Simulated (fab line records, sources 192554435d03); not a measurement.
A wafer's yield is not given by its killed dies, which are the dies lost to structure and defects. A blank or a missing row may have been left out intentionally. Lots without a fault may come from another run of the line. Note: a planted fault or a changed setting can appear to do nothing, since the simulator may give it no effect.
Chamber matching -- flow n5Finfet -- rieDiel-04 running N5_BEOL_M12_ETCH_67: 4 sister chambers
The step etches SiARC in CF4, target depth 143 nm, time 238.3 s. 8 wafers are shown with their chamber, then 7 later ones without.

EACH WAFER AND ITS CHAMBER
wafer,chamber,showerheadPlenumPTorr (Torr),etchRfOnTimeS (s)
L075.4,0,2.09,229
L079.2,3,2.09,239
L079.3,1,2.19,226
L083.1,1,2.19,228
L083.2,2,2.18,255
L083.5,2,2.18,255
L084.1,3,2.09,242
L084.3,0,2.08,228

WAFERS WITH NO CHAMBER GIVEN
wafer,showerheadPlenumPTorr (Torr),etchRfOnTimeS (s)
L084.4,2.18,252
L086.1,2.08,227
L086.3,2.18,251
L086.5,2.18,251
L088.3,2.18,225
L088.5,2.18,226
L088.6,2.18,250

CHAMBER TAKEN BY EACH
wafer,from the rows above,in truth
L084.4,2,2
L086.1,0,0
L086.3,2,2
L086.5,2,2
L088.3,1,1
L088.5,1,1
L088.6,2,2
Correct placement for 7 of the 7. Left unplaced by these rows: 0. Placed wrongly: 0.
How it was worked out, from the rows above alone: a wafer's distance from a chamber is the root of the sum, over the readings, of the square of ((its reading less the chamber's mean) divided by the reading's scatter). The wafer belongs to the nearest chamber; if the next one is less than 2 further off, it can't be placed. A chamber's mean is the mean of its shown wafers. The scatter: take each reading less its chamber's mean, square it, sum over the shown wafers, divide by the number of wafers less the number of chambers, and take the root.
